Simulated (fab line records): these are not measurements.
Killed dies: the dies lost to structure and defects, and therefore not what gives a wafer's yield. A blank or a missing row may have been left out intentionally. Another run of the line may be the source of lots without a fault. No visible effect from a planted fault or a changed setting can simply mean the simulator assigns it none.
Comparing a struck lot with a sound one / flow nand harc / 15 out of 1159 route steps
Sound: the wafers L404.1, L404.2, L404.3. Wafers struck: L421.1, L421.5, L421.6. The cause comes at the end.
For every step that has rows: the tool of each side, followed by ch and its chambers, followed by its first start. Under that, the readings that differ: sound wafers / struck wafers / difference of the means / sigmas: that difference in standard deviations of wafers without a fault.
alike: readings whose means differ by less than 2 such deviations, and words and numbers that are the same on both sides. not compared: withheld readings, readings that some wafer has no value for, bounds like >300 that may hide the same value, and numbers for which the record gives no deviation and whose values overlap.
Wherever a step has rows on one side only, a row that says differs or no value, or a row with sigmas, the two part there. When numbers do not overlap yet have no deviation, they are printed without sigmas and do not part them. A reading missing from all wafers of one side parts the sides only when that side holds two or more wafers.

first, 1 step without rows for these wafers: NHARC_A_ONON_D1_DEP_03 (target thk 1000 nm).
NHARC_A_ONON_D1_THK_MEAS_05: measures by ellipsometry.
  struck on film metro-01, day 12 16:10; sound on film metro-02, day 8 05:59
  alike: thk nm
next comes 1 step that has no rows for these wafers: NHARC_A_ONON_D1_DEP_06 (target thickness 1000 nm).
NHARC_A_ONON_D1_THK_MEAS_08: measures by ellipsometry.
  struck on film metro-01, day 12 16:44; sound on film metro-02, day 8 06:34
  alike: thk nm
next comes 1 step that has no rows for these wafers: NHARC_A_ONON_D1_DEP_09 (target thickness 1000 nm).
NHARC_A_ONON_D1_THK_MEAS_11: measures by ellipsometry.
  struck on film metro-01, day 12 17:18; sound on film metro-02, day 8 07:08
  alike: thk nm
next comes 1 step that has no rows for these wafers: NHARC_A_ONON_D1_DEP_12 (target thickness 1000 nm).
NHARC_A_ONON_D1_THK_MEAS_14: measures by ellipsometry.
  struck on film metro-02, day 12 17:52; sound on film metro-02, day 8 07:42
  alike: thk nm
then, 2 steps without rows for these wafers: NHARC_A_ONON_D1_ANNEAL_15 (time 3600 s); NHARC_A_ONON_D1_DEP_16 (target thk 1000 nm).
NHARC_A_ONON_D1_THK_MEAS_18: measures by ellipsometry.
  struck on film metro-01, day 13 01:05; sound on film metro-02, day 8 15:45
  alike: thk nm
NHARC_A_ONON_D1_DEP_19: target thk 1000 nm.
  sound on pecvd onon-03 ch 0, day 8 15:49; struck on pecvd onon-04 ch 0, day 13 01:08
  alike: n2 flow sccm, susceptor temp C
NHARC_A_ONON_D1_THK_MEAS_21: measures by ellipsometry.
  struck on film metro-02, day 13 01:39; sound on film metro-01, day 8 16:19
reading=thk nm (nm); sound=985 986 990; struck=1056 1058 1056; difference=+70; sigmas=+7
next comes 1 step that has no rows for these wafers: NHARC_A_ONON_D1_DEP_22 (target thickness 1000 nm).
-- the record jumps here: 11 days lie between the struck wafers' starts before and after (it left off in module A_ONON_D1 and takes up again in module END, whose first step shown is number 1159 of the route) --
NHARC_END_SORT_01:
  at this point the record logs the struck wafers (prober-01 ch 0, day 24 09:48) and has no rows for the sound ones

## WHERE THEY PART
Earliest at NHARC_A_ONON_D1_THK_MEAS_21; latest, in this record, at NHARC_END_SORT_01.

WHY: what had been put in by the simulator
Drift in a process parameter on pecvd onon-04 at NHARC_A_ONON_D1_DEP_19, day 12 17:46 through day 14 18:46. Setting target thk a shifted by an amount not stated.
